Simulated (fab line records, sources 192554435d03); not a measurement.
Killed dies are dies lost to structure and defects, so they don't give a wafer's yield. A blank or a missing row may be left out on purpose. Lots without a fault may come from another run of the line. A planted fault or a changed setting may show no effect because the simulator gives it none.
fab line records | flow n5_finfet
record lots=24 wafers=72 last_day=20
route steps=1938 shown BEOL_M8@1354 BEOL_M9@1402
lots that met no fault: from a run of the same line without faults
start_h: hours from the record's first day to the start of the lot's first wafer shown | wait_h: hours since the lot's step before | " the same as in the row above | L1.1+2: a row that stands for several wafers | - no value, or no start given | * or withheld: withheld | < > ~ a bound
route shown NAME@n: a module of which the file shows steps, and the number in the route of the first | usual: mean/standard deviation of fault-free wafers | same: alike in all rows | chamber/n: place in a boat | sites: the reading at each site | _std_site: their standard deviation | _edge_site: outer sites' mean less inner sites' | radius_mm: how far each site lies from the wafer's centre | mask NAME#n: copy n | behind: the tool/chamber that last shaped the wafer | hold: why the lot was held/for how many hours/how that ended | device: the transistor (n, p or np) that didn't switch | end of line: the same wafers' tests at the end of the route | a step without rows: its recipe alone | killed: dies lost to structure and defects at the first sort, not the wafer's yield | map: a wafer's dies, x killed, . not, _ none there
set.NAME: the setting as run; set.NAME@STEP: as run at that earlier step | model.NAME: the simulator's own value behind a step, which no gauge read
steps of the route over a sample of lots; a table a step, a row a wafer
services: from which hour (start_h, from the record's first day; less than 0 if before it) a tool's chamber was out of use, for how many hours, and why
## steps
# step N5_BEOL_M8_STRIP_19
# recipe chemistry=O2 power_w=400 temp_c=40 pressure_mtorr=30 rf_frequency_hz=6e+07 bias_power_w=0 overash_fraction=0.2 o2_flow_sccm=225
# usual drypump_motor_current_A=5.6/0.46 oes_product_au=0.79/0.085 rf_vpp_V=3.6/0.64 showerhead_plenum_p_Torr=2.10/0.078 throttle_valve_pct=16.57/0.19
# same overash_fraction=0.2
# columns lot.wafer tool chamber start_h wait_h drypump_motor_current_A oes_product_au rf_hours_counter_h rf_vpp_V showerhead_plenum_p_Torr throttle_valve_pct
L075.2 rie_diel-02 1 220.20 0.2 5.7 0.76 146 4.3 2.01 16.55
L075.4 " 2 " " 5.9 0.68 238 4.2 1.97 16.97
L075.6 " 1 " " 5.6 0.77 - 3.5 2.01 16.51
L074.4 rie_diel-04 2 220.87 0.6 5.8 0.83 - 3.8 2.03 16.47
L074.5 " 3 " " 5.8 0.73 - 3.2 2.07 16.50
L074.6 " 0 " " 5.7 0.89 - 4.5 2.22 16.35
L076.1 rie_diel-02 2 227.72 0.7 5.9 0.68 242 3.0 1.97 16.98
L076.2 " 0 " " 5.3 0.71 203 3.9 2.07 16.54
L076.5 " 2 " " 5.9 0.68 - 4.1 1.97 16.99
L079.1 rie_diel-01 3 235.17 0.1 4.9 0.85 72 3.8 2.22 16.45
L079.2 " 1 " " 5.3 0.96 3 4.2 2.07 16.52
L079.6 " 0 " " 4.9 0.71 - 2.6 2.09 16.86
L077.1 rie_diel-04 0 248.49 0.1 5.7 0.88 51 4.6 2.21 16.38
L077.3 " 2 " " 5.7 0.80 99 3.4 2.03 16.52
L077.5 " 3 " " 5.8 0.71 - 3.1 2.06 16.52
L078.2 rie_diel-04 2 248.69 0.1 5.7 0.79 99 3.8 2.03 16.50
L078.4 " 0 " " 5.7 0.88 51 3.3 2.21 16.40
L078.5 " 0 " " 5.7 0.88 - 4.8 2.21 16.39
L081.3 rie_diel-01 3 259.63 0.1 4.9 0.83 80 3.3 2.21 16.45
L081.4 " 0 " " 4.9 0.71 219 3.9 2.09 16.86
L081.5 " 3 " " 4.9 0.84 - 4.4 2.21 16.45
L080.1 rie_diel-02 3 268.74 0.2 5.7 0.93 12 3.1 2.15 16.13
L080.3 " 1 " " 5.7 0.75 172 4.1 2.00 16.59
L080.6 " 3 " " 5.6 0.92 - 4.1 2.15 16.15
L082.2 rie_diel-01 1 270.59 0.1 5.3 0.92 14 3.4 2.06 16.53
L082.3 " 0 " " 4.9 0.71 223 3.6 2.09 16.89
L082.5 " 1 " " 5.3 0.92 - 4.0 2.06 16.53
L083.1 rie_diel-02 1 270.96 0.1 5.7 0.73 173 4.9 2.00 16.59
L083.5 " 3 " " 5.6 0.94 - 3.2 2.15 16.13
L083.6 " 1 " " 5.7 0.74 - 2.4 2.00 16.58
L084.1 rie_diel-02 3 274.06 0.1 5.6 0.93 14 3.3 2.15 16.15
L084.3 " 1 " " 5.7 0.74 174 3.1 2.00 16.57
L084.6 " 3 " " 5.6 0.93 - 3.6 2.15 16.15
L085.1 rie_diel-02 0 277.21 0.1 5.3 0.70 228 4.6 2.06 16.58
L085.2 " 3 " " 5.7 0.92 16 4.7 2.15 16.12
L085.6 " 1 " " 5.6 0.74 - 3.1 2.00 16.58
L086.3 rie_diel-04 3 298.09 0.1 5.8 0.70 209 3.2 2.06 16.55
L086.4 " 2 " " 5.7 0.78 116 4.1 2.02 16.53
L086.5 " 1 " " 6.4 0.69 - 4.3 2.12 16.83
L087.3 rie_diel-04 1 304.85 0.1 6.4 0.68 255 3.9 2.12 16.85
L087.5 " 2 " " 5.7 0.78 - 3.9 2.02 16.53
L087.6 " 1 " " 6.4 0.68 - 2.2 2.12 16.84
L089.1 rie_diel-04 3 305.96 0.1 5.8 0.70 212 3.6 2.06 16.57
L089.3 " 1 " " 6.4 0.69 256 3.6 2.12 16.88
L089.4 " 0 " " 5.7 0.85 71 4.4 2.20 16.41
L090.2 rie_diel-04 2 306.93 0.1 5.8 0.78 120 3.2 2.02 16.54
L090.3 " 0 " " 5.7 0.84 72 3.4 2.20 16.43
L090.4 " 1 " " 6.4 0.69 256 3.3 2.12 16.86
L088.1 rie_diel-01 0 308.87 0.1 4.9 0.71 234 2.7 2.08 16.90
L088.2 " 1 " " 5.3 0.87 26 3.9 2.06 16.55
L088.5 " 0 " " 4.9 0.70 - 4.3 2.08 16.91
L092.2 rie_diel-01 3 317.01 0.1 4.9 0.82 99 5.0 2.21 16.48
L092.5 " 1 " " 5.3 0.89 - 4.1 2.06 16.57
L092.6 " 2 " " 6.4 0.83 - 3.1 2.22 16.60
L091.3 rie_diel-01 1 317.50 0.1 5.3 0.88 28 4.4 2.06 16.57
L091.5 " 0 " " 4.9 0.71 - 3.7 2.08 16.90
L091.6 " 3 " " 4.9 0.80 - 4.2 2.21 16.49
L093.1 rie_diel-01 1 332.95 0.1 5.3 0.88 34 3.6 2.06 16.58
L093.4 " 0 " " 4.9 0.70 243 3.6 2.08 16.92
L093.5 " 3 " " 4.9 0.81 - 2.8 2.20 16.50
L094.1 rie_diel-02 0 336.11 0.1 5.3 0.68 249 2.9 2.06 16.61
L094.5 " 3 " " 5.7 0.88 - 4.1 2.14 16.17
L094.6 " 0 " " 5.3 0.68 - 3.3 2.06 16.63
L095.2 rie_diel-01 2 339.50 0.1 6.4 0.81 100 3.0 2.21 16.62
L095.3 " 0 " " 4.9 0.70 245 2.7 2.08 16.93
L095.5 " 2 " " 6.4 0.83 - 2.6 2.21 16.63
L096.1 rie_diel-02 1 363.67 0.1 5.6 0.71 204 4.3 1.99 16.63
L096.3 " 2 " " 5.9 0.89 36 3.5 2.22 16.63
L096.5 " 0 " " 5.3 0.98 - 4.2 2.05 16.18
L097.1 rie_diel-01 1 393.14 0.1 5.3 0.83 55 3.3 2.05 16.61
L097.2 " 3 " " 4.9 0.78 127 2.7 2.20 16.54
L097.3 " 2 " " 6.4 0.78 118 4.1 2.21 16.68
# step N5_BEOL_M8_STRIP_36
# recipe chemistry=N2/H2 power_w=450 temp_c=40 pressure_mtorr=20 rf_frequency_hz=6e+07 overash_fraction=0.3 bias_power_w=7 h2_frac=0.5 n2_flow_sccm=200 h2_flow_sccm=200
# usual drypump_motor_current_A=5.6/0.4 oes_product_au=0.79/0.084 rf_vpp_V=59.1/1.5 showerhead_plenum_p_Torr=2.56/0.1 throttle_valve_pct=23.61/0.23
# same overash_fraction=0.3
# columns lot.wafer tool chamber start_h wait_h drypump_motor_current_A oes_product_au rf_hours_counter_h rf_vpp_V showerhead_plenum_p_Torr throttle_valve_pct
L074.4 rie_diel-02 1 222.97 0.0 5.7 0.77 148 60.9 2.44 23.62
L074.5 " 1 " " 5.7 0.76 - 58.2 2.44 23.61
L074.6 " 0 " " 5.3 0.71 - 60.0 2.51 23.51
L075.2 rie_diel-04 2 223.34 0.0 5.7 0.81 85 58.0 2.46 23.09
L075.4 " 3 " " 5.8 0.71 - 58.2 2.53 23.85
L075.6 " 0 " " 5.7 0.90 - 60.1 2.71 23.70
L076.1 rie_diel-04 0 229.66 0.0 5.7 0.89 42 61.1 2.70 23.71
L076.2 " 2 " " 5.8 0.80 89 57.6 2.46 23.09
L076.5 " 3 " " 5.8 0.73 - 59.2 2.53 23.84
L079.1 rie_diel-04 0 236.08 0.0 5.7 0.88 45 60.3 2.70 23.70
L079.2 " 2 " " 5.7 0.81 93 60.2 2.46 23.15
L079.6 " 0 " " 5.8 0.88 - 57.6 2.70 23.69
L077.1 rie_diel-01 2 254.25 0.0 6.4 0.86 71 59.3 2.69 23.83
L077.3 " 0 " " 4.9 0.72 218 56.6 2.49 23.74
L077.5 " 0 " " 4.9 0.71 - 59.3 2.49 23.72
L078.2 rie_diel-04 2 254.49 0.0 5.7 0.80 101 55.4 2.46 23.10
L078.4 " 1 " " 6.4 0.71 237 58.1 2.60 23.63
L078.5 " 0 " " 5.7 0.88 - 60.2 2.70 23.73
L081.3 rie_diel-04 1 261.22 0.0 6.4 0.70 239 61.5 2.60 23.67
L081.4 " 2 " " 5.8 0.80 103 59.2 2.45 23.11
L081.5 " 3 " " 5.8 0.71 - 59.2 2.53 23.89
L080.1 rie_diel-04 2 269.72 0.0 5.7 0.79 106 58.5 2.45 23.11
L080.3 " 0 " " 5.7 0.86 59 60.0 2.70 23.75
L080.6 " 3 " " 5.8 0.71 - 59.5 2.53 23.89
L082.2 rie_diel-02 1 272.22 0.0 5.7 0.74 174 61.2 2.43 23.66
L082.3 " 0 " " 5.3 0.70 226 57.8 2.50 23.54
L082.5 " 1 " " 5.7 0.75 - 59.5 2.43 23.70
L083.1 rie_diel-01 1 272.34 0.0 5.3 0.91 15 59.4 2.49 23.50
L083.5 " 3 " " 4.9 0.83 - 60.0 2.68 23.54
L083.6 " 2 " " 6.4 0.84 - 56.1 2.69 23.79
L084.1 rie_diel-02 1 275.37 0.0 5.6 0.74 175 58.7 2.43 23.63
L084.3 " 0 " " 5.3 0.69 227 57.8 2.50 23.56
L084.6 " 0 " " 5.3 0.69 - 56.9 2.50 23.57
L085.1 rie_diel-01 2 281.55 0.0 6.4 0.83 80 60.5 2.69 23.83
L085.2 " 3 " " 4.9 0.83 87 58.7 2.68 23.60
L085.6 " 3 " " 4.9 0.83 - 58.7 2.68 23.58
L086.3 rie_diel-02 1 299.69 0.0 5.7 0.74 185 58.8 2.42 23.68
L086.4 " 0 " " 5.3 0.69 236 57.9 2.49 23.57
L086.5 " 0 " " 5.3 0.69 - 61.0 2.49 23.54
L087.3 rie_diel-04 3 306.52 0.0 5.8 0.69 212 59.5 2.52 23.90
L087.5 " 3 " " 5.8 0.70 - 59.5 2.52 23.89
L087.6 " 0 " " 5.7 0.84 - 57.5 2.69 23.77
L089.1 rie_diel-01 0 312.35 0.0 4.9 0.70 235 58.8 2.48 23.73
L089.3 " 2 " " 6.4 0.83 89 60.0 2.69 23.82
L089.4 " 3 " " 4.9 0.80 97 59.3 2.68 23.58
L090.2 rie_diel-04 2 312.54 0.0 5.8 0.77 123 59.8 2.45 23.11
L090.3 " 3 " " 5.8 0.70 - 56.8 2.52 23.92
L090.4 " 2 " " 5.8 0.76 - 58.0 2.45 23.13
L088.1 rie_diel-02 2 312.65 0.0 5.9 0.94 15 60.2 2.71 23.78
L088.2 " 3 " " 5.7 0.89 28 63.0 2.61 23.39
L088.5 " 3 " " 5.7 0.89 - 60.2 2.61 23.42
L092.2 rie_diel-01 3 320.56 0.0 4.9 0.81 100 61.2 2.68 23.57
L092.5 " 1 " " 5.3 0.89 - 57.9 2.48 23.53
L092.6 " 2 " " 6.4 0.83 - 59.6 2.69 23.81
L091.3 rie_diel-01 2 321.27 0.0 6.4 0.82 92 61.4 2.69 23.82
L091.5 " 1 " " 5.3 0.87 - 59.7 2.48 23.52
L091.6 " 0 " " 4.9 0.70 - 56.9 2.48 23.71
L093.1 rie_diel-02 1 333.92 0.0 5.7 0.74 192 59.2 2.42 23.69
L093.4 " 3 " " 5.7 0.88 35 59.5 2.60 23.44
L093.5 " 1 " " 5.7 0.72 - 57.9 2.42 23.68
L094.1 rie_diel-02 3 339.11 0.0 5.6 0.87 37 60.7 2.60 23.43
L094.5 " 3 " " 5.7 0.87 - 59.2 2.60 23.38
L094.6 " 2 " " 5.9 0.92 - 61.4 2.70 23.79
L095.2 rie_diel-02 3 345.07 0.0 5.6 0.88 40 60.8 2.60 23.41
L095.3 " 1 " " 5.7 0.74 197 57.3 2.42 23.69
L095.5 " 2 " " 5.9 0.91 - 60.0 2.70 23.79
L096.1 rie_diel-01 0 365.50 0.0 4.9 0.68 254 59.6 2.47 23.76
L096.3 " 3 " " 4.9 0.80 116 60.9 2.67 23.64
L096.5 " 0 " " 4.9 0.68 - 57.3 2.47 23.76
L097.1 rie_diel-04 0 395.02 0.0 5.8 0.82 101 61.0 2.68 23.77
L097.2 " 3 " " 5.8 0.67 241 60.4 2.51 23.95
L097.3 " 1 " " 6.4 0.90 24 60.3 2.58 23.34
# step N5_BEOL_M8_OCD_MEAS_38
# usual trench_depth_nm=93.3/1.6
# columns lot.wafer tool chamber start_h wait_h trench_depth_nm
L074.4 ocd-02 - 223.17 - 93.6
L074.5 " - " " 93.9
L074.6 " - " " 93.7
L075.2 ocd-01 - 223.54 - 92.4
L075.4 " - " " 93.0
L075.6 " - " " 93.4
L076.1 ocd-01 - 229.86 - 93.6
L076.2 " - " " 92.0
L076.5 " - " " 93.0
L079.1 ocd-02 - 236.28 - 94.2
L079.2 " - " " 92.5
L079.6 " - " " 93.2
L077.1 ocd-02 - 254.45 - 93.3
L077.3 " - " " 91.1
L077.5 " - " " 91.9
L078.2 ocd-02 - 254.69 - 91.8
L078.4 " - " " 90.3
L078.5 " - " " 92.3
L081.3 ocd-01 - 261.42 - 90.9
L081.4 " - " " 92.2
L081.5 " - " " 92.0
L080.1 ocd-01 - 269.91 - 91.8
L080.3 " - " " 93.9
L080.6 " - " " 93.1
L082.2 ocd-01 - 272.42 - 95.4
L082.3 " - " " 92.9
L082.5 " - " " 94.1
L083.1 ocd-02 - 272.54 - 94.7
L083.5 " - " " 93.3
L083.6 " - " " 93.7
L084.1 ocd-02 - 275.56 - 93.9
L084.3 " - " " 93.4
L084.6 " - " " 93.7
L085.1 ocd-02 - 281.75 - 94.2
L085.2 " - " " 93.6
L085.6 " - " " 94.0
L086.3 ocd-02 - 299.89 - 94.2
L086.4 " - " " 93.3
L086.5 " - " " 93.2
L087.3 ocd-01 - 306.72 - 91.4
L087.5 " - " " 92.3
L087.6 " - " " 92.4
L089.1 ocd-02 - 312.55 - 90.9
L089.3 " - " " 93.8
L089.4 " - " " 93.0
L090.2 ocd-02 - 312.83 - 91.4
L090.3 " - " " 92.6
L090.4 " - " " 91.7
L088.1 ocd-01 - 312.85 - 94.3
L088.2 " - " " 97.0
L088.5 " - " " 96.3
L092.2 ocd-01 - 320.76 - 93.1
L092.5 " - " " 94.6
L092.6 " - " " 93.8
L091.3 ocd-02 - 321.47 - 94.7
L091.5 " - " " 95.0
L091.6 " - " " 92.0
L093.1 ocd-02 - 334.12 - 92.6
L093.4 " - " " 94.3
L093.5 " - " " 93.6
L094.1 ocd-01 - 339.30 - 95.7
L094.5 " - " " 97.1
L094.6 " - " " 94.8
L095.2 ocd-02 - 345.27 - 95.4
L095.3 " - " " 91.8
L095.5 " - " " 93.5
L096.1 ocd-02 - 365.69 - 92.5
L096.3 " - " " 94.4
L096.5 " - " " 92.4
L097.1 ocd-01 - 395.22 - 92.2
L097.2 " - " " 92.7
L097.3 " - " " 91.3
# step N5_BEOL_M9_CURE_71
# recipe temp_c=385 time_s=240 ambient=He/Ar material=SiCOH_lowk
# usual lamp_power_pct=52.31/0.058 wafer_temp_C_max=386.6/0.72
# columns lot.wafer tool chamber start_h wait_h lamp_power_pct wafer_temp_C_max
L074.4 uv_cure-02 0 226.98 0.3 52.32 388.3
L074.5 " 0 " " 52.28 388.0
L074.6 " 0 " " 52.37 387.6
L075.2 uv_cure-01 0 227.08 0.2 52.28 386.5
L075.4 " 0 " " 52.38 386.1
L075.6 " 0 " " 52.30 386.1
L076.1 uv_cure-03 2 233.62 0.1 52.22 385.9
L076.2 " 2 " " 52.31 385.9
L076.5 " 2 " " 52.34 386.2
L079.1 uv_cure-02 1 239.81 0.3 52.25 385.8
L079.2 " 1 " " 52.32 386.1
L079.6 " 1 " " 52.31 386.2
L077.1 uv_cure-02 2 258.23 0.0 52.31 385.6
L077.3 " 2 " " 52.34 386.1
L077.5 " 2 " " 52.40 386.0
L078.2 uv_cure-03 1 259.52 0.2 52.29 387.2
L078.4 " 1 " " 52.29 387.2
L078.5 " 1 " " 52.31 387.0
L081.3 uv_cure-02 2 264.19 0.3 52.25 385.9
L081.4 " 2 " " 52.34 386.2
L081.5 " 2 " " 52.41 386.1
L080.1 uv_cure-01 0 272.69 0.1 52.22 386.0
L080.3 " 0 " " 52.30 386.0
L080.6 " 0 " " 52.38 386.0
L082.2 uv_cure-01 2 275.04 0.1 52.40 386.6
L082.3 " 2 " " 52.27 386.9
L082.5 " 2 " " 52.24 386.9
L083.1 uv_cure-02 1 276.50 0.0 52.35 385.8
L083.5 " 1 " " 52.31 386.1
L083.6 " 1 " " 52.30 386.2
L084.1 uv_cure-01 2 278.72 0.0 52.39 387.5
L084.3 " 2 " " 52.33 387.5
L084.6 " 2 " " 52.21 386.9
L085.1 uv_cure-01 0 286.01 0.2 52.20 386.5
L085.2 " 0 " " 52.27 386.2
L085.6 " 0 " " 52.32 385.9
L086.3 uv_cure-03 0 302.80 0.2 52.40 386.2
L086.4 " 0 " " 52.32 386.5
L086.5 " 0 " " 52.38 386.9
L087.3 uv_cure-02 0 312.02 0.2 52.34 387.1
L087.5 " 0 " " 52.39 387.7
L087.6 " 0 " " 52.29 387.7
L089.1 uv_cure-01 0 314.94 0.0 52.22 386.1
L089.3 " 0 " " 52.31 386.5
L089.4 " 0 " " 52.19 385.5
L088.1 uv_cure-01 2 315.75 0.0 52.30 386.8
L088.2 " 2 " " 52.33 387.2
L088.5 " 2 " " 52.39 386.9
L090.2 uv_cure-02 2 316.20 0.3 52.23 385.9
L090.3 " 2 " " 52.29 385.9
L090.4 " 2 " " 52.27 385.6
L092.2 uv_cure-01 1 323.11 0.1 52.26 387.3
L092.5 " 1 " " 52.30 387.0
L092.6 " 1 " " 52.37 386.7
L091.3 uv_cure-02 2 324.81 0.2 52.34 385.7
L091.5 " 2 " " 52.38 385.9
L091.6 " 2 " " 52.37 385.8
L093.1 uv_cure-03 2 336.44 0.0 52.34 386.5
L093.4 " 2 " " 52.24 386.7
L093.5 " 2 " " 52.32 386.2
L094.1 uv_cure-03 1 345.76 0.2 52.21 387.0
L094.5 " 1 " " 52.33 387.6
L094.6 " 1 " " 52.35 387.5
L095.2 uv_cure-03 0 347.95 0.1 52.20 386.6
L095.3 " 0 " " 52.30 387.6
L095.5 " 0 " " 52.24 387.0
L096.1 uv_cure-02 0 368.66 0.0 52.28 387.1
L096.3 " 0 " " 52.30 387.8
L096.5 " 0 " " 52.30 386.9
L097.1 uv_cure-01 2 398.20 0.0 52.35 388.0
L097.2 " 2 " " 52.36 386.7
L097.3 " 2 " " 52.19 387.8
# step N5_BEOL_M9_THK_MEAS_01
# recipe reads=SiCOH_lowk_of_BEOL_M9_ILD_DEP_00
# usual M9_ILD_THK=269/3.3
# columns lot.wafer tool chamber start_h wait_h M9_ILD_THK[nm]
L074.4 film_metro-02 - 227.26 0.2 271
L074.5 " - " " 271
L074.6 " - " " 273
L075.2 film_metro-02 - 227.51 0.4 265
L075.4 " - " " 270
L075.6 " - " " 268
L076.1 film_metro-01 - 234.14 0.4 270
L076.2 " - " " 267
L076.5 " - " " 265
L079.1 film_metro-01 - 240.32 0.4 263
L079.2 " - " " 265
L079.6 " - " " 266
L077.1 film_metro-02 - 258.75 0.4 264
L077.3 " - " " 266
L077.5 " - " " 267
L078.2 film_metro-01 - 259.95 0.4 261
L078.4 " - " " 265
L078.5 " - " " 267
L081.3 film_metro-01 - 264.55 0.3 268
L081.4 " - " " 274
L081.5 " - " " 269
L080.1 film_metro-01 - 273.20 0.4 264
L080.3 " - " " 271
L080.6 " - " " 271
L082.2 film_metro-01 - 275.48 0.4 269
L082.3 " - " " 267
L082.5 " - " " 270
L083.1 film_metro-02 - 277.01 0.4 268
L083.5 " - " " 272
L083.6 " - " " 272
L084.1 film_metro-02 - 279.23 0.4 265
L084.3 " - " " 267
L084.6 " - " " 267
L085.1 film_metro-01 - 286.52 0.4 268
L085.2 " - " " 267
L085.6 " - " " 272
L086.3 film_metro-01 - 303.15 0.3 266
L086.4 " - " " 275
L086.5 " - " " 275
L087.3 film_metro-01 - 312.37 0.3 270
L087.5 " - " " 271
L087.6 " - " " 271
L089.1 film_metro-01 - 315.45 0.4 267
L089.3 " - " " 267
L089.4 " - " " 276
L088.1 film_metro-01 - 316.26 0.4 264
L088.2 " - " " 267
L088.5 " - " " 271
L090.2 film_metro-02 - 316.63 0.4 268
L090.3 " - " " 267
L090.4 " - " " 272
L092.2 film_metro-02 - 323.55 0.4 265
L092.5 " - " " 268
L092.6 " - " " 271
L091.3 film_metro-02 - 325.17 0.3 269
L091.5 " - " " 272
L091.6 " - " " 274
L093.1 film_metro-01 - 336.96 0.4 268
L093.4 " - " " 269
L093.5 " - " " 272
L094.1 film_metro-02 - 346.28 0.4 269
L094.5 " - " " 269
L094.6 " - " " 274
L095.2 film_metro-01 - 348.39 0.4 265
L095.3 " - " " 264
L095.5 " - " " 267
L096.1 film_metro-02 - 369.18 0.4 262
L096.3 " - " " 264
L096.5 " - " " 270
L097.1 film_metro-01 - 398.72 0.4 262
L097.2 " - " " 263
L097.3 " - " " 263
# step N5_BEOL_M9_INSPECT_13
# recipe mode=adi inspect_instrument=brightfield
# usual raw_defect_count=396/96
# columns lot.wafer tool chamber start_h wait_h raw_defect_count
L074.4 defect_inspect-02 - 228.33 0.0 330
L074.5 " - " " 511
L074.6 " - " " 318
L075.2 defect_inspect-01 - 228.50 0.0 333
L075.4 " - " " 309
L075.6 " - " " 334
L076.1 defect_inspect-02 - 236.55 0.0 414
L076.2 " - " " 521
L076.5 " - " " 381
L079.1 defect_inspect-01 - 241.16 0.0 387
L079.2 " - " " 321
L079.6 " - " " 320
L077.1 defect_inspect-02 - 259.27 0.0 415
L077.3 " - " " 506
L077.5 " - " " 333
L078.2 defect_inspect-02 - 261.78 0.0 421
L078.4 " - " " 497
L078.5 " - " " 501
L081.3 defect_inspect-02 - 267.08 0.0 418
L081.4 " - " " 447
L081.5 " - " " 511
L080.1 defect_inspect-02 - 274.09 0.0 350
L080.3 " - " " 456
L080.6 " - " " 332
L082.2 defect_inspect-02 - 276.86 0.0 411
L082.3 " - " " 374
L082.5 " - " " 304
L083.1 defect_inspect-02 - 277.80 0.0 395
L083.5 " - " " 315
L083.6 " - " " 348
L084.1 defect_inspect-02 - 282.23 0.0 343
L084.3 " - " " 333
L084.6 " - " " 368
L085.1 defect_inspect-01 - 287.56 0.0 467
L085.2 " - " " 404
L085.6 " - " " 358
L086.3 defect_inspect-01 - 304.19 0.0 304
L086.4 " - " " 364
L086.5 " - " " 461
L087.3 defect_inspect-02 - 313.63 0.0 293
L087.5 " - " " 414
L087.6 " - " " 567
L089.1 defect_inspect-01 - 316.57 0.0 313
L089.3 " - " " 485
L089.4 " - " " 512
L088.1 defect_inspect-02 - 317.18 0.0 359
L088.2 " - " " 286
L088.5 " - " " 281
L090.2 defect_inspect-01 - 317.80 0.0 549
L090.3 " - " " 550
L090.4 " - " " 533
L092.2 defect_inspect-02 - 324.19 0.0 271
L092.5 " - " " 375
L092.6 " - " " 244
L091.3 defect_inspect-02 - 326.33 0.0 307
L091.5 " - " " 326
L091.6 " - " " 356
L093.1 defect_inspect-02 - 338.64 0.0 261
L093.4 " - " " 364
L093.5 " - " " 420
L094.1 defect_inspect-01 - 347.27 0.0 413
L094.5 " - " " 716
L094.6 " - " " 621
L095.2 defect_inspect-02 - 349.20 0.0 241
L095.3 " - " " 293
L095.5 " - " " 236
L096.1 defect_inspect-01 - 370.27 0.0 420
L096.3 " - " " 485
L096.5 " - " " 540
L097.1 defect_inspect-02 - 402.16 0.0 278
L097.2 " - " " 295
L097.3 " - " " 592
## services
# columns tool chamber start_h hours kind
rie_diel-01 - 218.42 14.6 pm
uv_cure-02 - 218.70 7.5 pm
rie_diel-02 3 223.86 - clean
rie_diel-02 3 223.86 - consumable_replace:focus_ring
uv_cure-01 - 233.17 1.3 repair
rie_diel-02 2 244.49 - clean
rie_diel-02 2 244.49 - consumable_replace:focus_ring
rie_diel-02 2 244.49 - consumable_replace:showerhead
rie_diel-02 2 244.49 30.8 scheduled_down
uv_cure-02 - 251.33 0.5 repair
uv_cure-03 - 265.96 2.8 repair
uv_cure-02 - 269.09 0.7 repair
rie_diel-02 1 300.39 15.4 repair
rie_diel-02 3 305.25 2.1 repair
rie_diel-04 1 308.27 2.9 repair
uv_cure-03 - 311.18 7.1 pm
rie_diel-04 0 311.57 9.9 repair
rie_diel-04 3 346.23 10.6 repair
rie_diel-04 - 352.25 0.6 repair
uv_cure-03 - 352.31 0.3 repair
rie_diel-01 0 371.46 2.1 repair
uv_cure-02 - 377.91 2.1 pm
rie_diel-01 0 383.71 77.6 repair
rie_diel-02 0 389.92 9.1 repair
## key
fault none
